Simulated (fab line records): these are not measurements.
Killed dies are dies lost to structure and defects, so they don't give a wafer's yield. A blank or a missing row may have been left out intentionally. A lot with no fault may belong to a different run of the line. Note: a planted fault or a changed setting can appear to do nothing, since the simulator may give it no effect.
What tool caused it? ; flow nand harc ; at 1 step of a route of 1302, 11 lots with 33 wafers sampled

== WHAT THE GAUGES SHOWED, per wafer ==
NHARC_A_BLC_INSPECT_12. Usual: 83 for raw defect count, sd 34.
lot;measured;on;raw defect count;flag
L248;day 22 16:32;defect inspect-02;88 101 100;
L250;day 23 07:33;defect inspect-02;78 69 73;
L249;day 23 08:47;defect inspect-01;108 108 108;
L251;day 24 12:05;defect inspect-02;108 116 109;
L253;day 25 00:22;defect inspect-01;60 55 66;
L259;day 27 08:16;defect inspect-02;92 88 79;
L260;day 27 09:36;defect inspect-02;144 152 132;
L262;day 28 17:23;defect inspect-02;69 78 77;
L263;day 29 04:35;defect inspect-02;167 148 163;
L265;day 29 10:29;defect inspect-02;25 22 26;
L270;day 31 14:26;defect inspect-02;12 17 10;

== EACH LOT AND THE TOOL THAT RAN IT (in order: tool; ch and the chambers of the sampled wafers; start) ==
The record shows no process step preceding these readings.

== AS READ BY THE TOOLS THEMSELVES (means over the sampled wafers that have a number; for cases with no such wafer, the mark the record gives instead) ==
The record holds no such reading with a usual standard deviation.

== THE ANSWER, worked out from the rows above alone ==
Rule: a lot counts as off when the mean over its wafers that have a number is more than 3 standard deviations away from the usual mean. A lot without any number at a reading at which 4 lots or more have one is off too. All remaining lots with rows at the step are treated as sound. After the gauges, taken in route order, come the tools' own readings; for these a lot's mean is taken, as printed above. The first step at which some lot is off is used, and at that step the reading that is off furthest; a lot without a number counts as furthest.
Nothing can be told from this: no lot is off at any reading shown.

== WHAT HAD BEEN PUT IN BY THE SIMULATOR ==
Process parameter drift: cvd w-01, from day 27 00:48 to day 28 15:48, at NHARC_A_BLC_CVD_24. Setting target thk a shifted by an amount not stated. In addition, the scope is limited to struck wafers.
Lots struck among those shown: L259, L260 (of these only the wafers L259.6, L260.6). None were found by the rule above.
